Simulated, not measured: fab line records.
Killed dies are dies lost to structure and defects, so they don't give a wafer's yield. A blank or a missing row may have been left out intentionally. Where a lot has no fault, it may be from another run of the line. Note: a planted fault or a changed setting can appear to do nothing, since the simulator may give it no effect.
Matching of chambers :: flow n5 finfet :: rie diel-01 running N5_HKMG_FIN_DESCUM_17: 4 sister chambers
The step chemistry O2, time 7.9 s. 8 wafers are shown with their chamber, then 10 later ones without.

== WAFERS PAIRED WITH THEIR CHAMBERS ==
wafer: L077.6
chamber: 3
drypump motor current A (A): 5.1
showerhead plenum p Torr (Torr): 1.93

wafer: L083.3
chamber: 1
drypump motor current A (A): 6.5
showerhead plenum p Torr (Torr): 2.05

wafer: L083.6
chamber: 2
drypump motor current A (A): 5.4
showerhead plenum p Torr (Torr): 2.16

wafer: L084.1
chamber: 1
drypump motor current A (A): 6.4
showerhead plenum p Torr (Torr): 2.05

wafer: L084.3
chamber: 0
drypump motor current A (A): 6.2
showerhead plenum p Torr (Torr): 2.02

wafer: L084.4
chamber: 3
drypump motor current A (A): 5.2
showerhead plenum p Torr (Torr): 1.92

wafer: L087.1
chamber: 2
drypump motor current A (A): 5.4
showerhead plenum p Torr (Torr): 2.15

wafer: L087.2
chamber: 0
drypump motor current A (A): 6.2
showerhead plenum p Torr (Torr): 2.01

== WAFERS MISSING THEIR CHAMBER ==
wafer: L087.5
drypump motor current A (A): 5.4
showerhead plenum p Torr (Torr): 2.15

wafer: L088.2
drypump motor current A (A): 5.4
showerhead plenum p Torr (Torr): 2.15

wafer: L088.3
drypump motor current A (A): 6.4
showerhead plenum p Torr (Torr): 2.05

wafer: L088.6
drypump motor current A (A): 6.5
showerhead plenum p Torr (Torr): 2.05

wafer: L089.2
drypump motor current A (A): 5.1
showerhead plenum p Torr (Torr): 1.92

wafer: L089.3
drypump motor current A (A): 5.4
showerhead plenum p Torr (Torr): 2.15

wafer: L089.5
drypump motor current A (A): 5.1
showerhead plenum p Torr (Torr): 1.92

wafer: L090.2
drypump motor current A (A): 6.2
showerhead plenum p Torr (Torr): 2.01

wafer: L090.4
drypump motor current A (A): 5.4
showerhead plenum p Torr (Torr): 2.15

wafer: L090.6
drypump motor current A (A): 6.4
showerhead plenum p Torr (Torr): 2.05

== CHAMBER TAKEN BY EACH ==
wafer: L087.5
from the rows above: 2
in truth: 2

wafer: L088.2
from the rows above: 2
in truth: 2

wafer: L088.3
from the rows above: 1
in truth: 1

wafer: L088.6
from the rows above: 1
in truth: 1

wafer: L089.2
from the rows above: 3
in truth: 3

wafer: L089.3
from the rows above: 2
in truth: 2

wafer: L089.5
from the rows above: 3
in truth: 3

wafer: L090.2
from the rows above: 0
in truth: 0

wafer: L090.4
from the rows above: 2
in truth: 2

wafer: L090.6
from the rows above: 1
in truth: 1
Correct placement for 10 of the 10. Can't be placed from these rows: 0. 0 placed wrongly.
How it was worked out, from the rows above alone: a wafer's distance from a chamber is the root of the sum, over the readings, of the square of ((its reading less the chamber's mean) divided by the reading's scatter). If the next closest chamber is less than 2 further off than the closest, the wafer can't be placed; otherwise it belongs to the closest. Each chamber's mean is taken over the wafers shown for it. How the scatter is found: for the shown wafers, subtract from each reading the mean of its chamber, square and add these, divide the total by (wafers less chambers), then take the root.
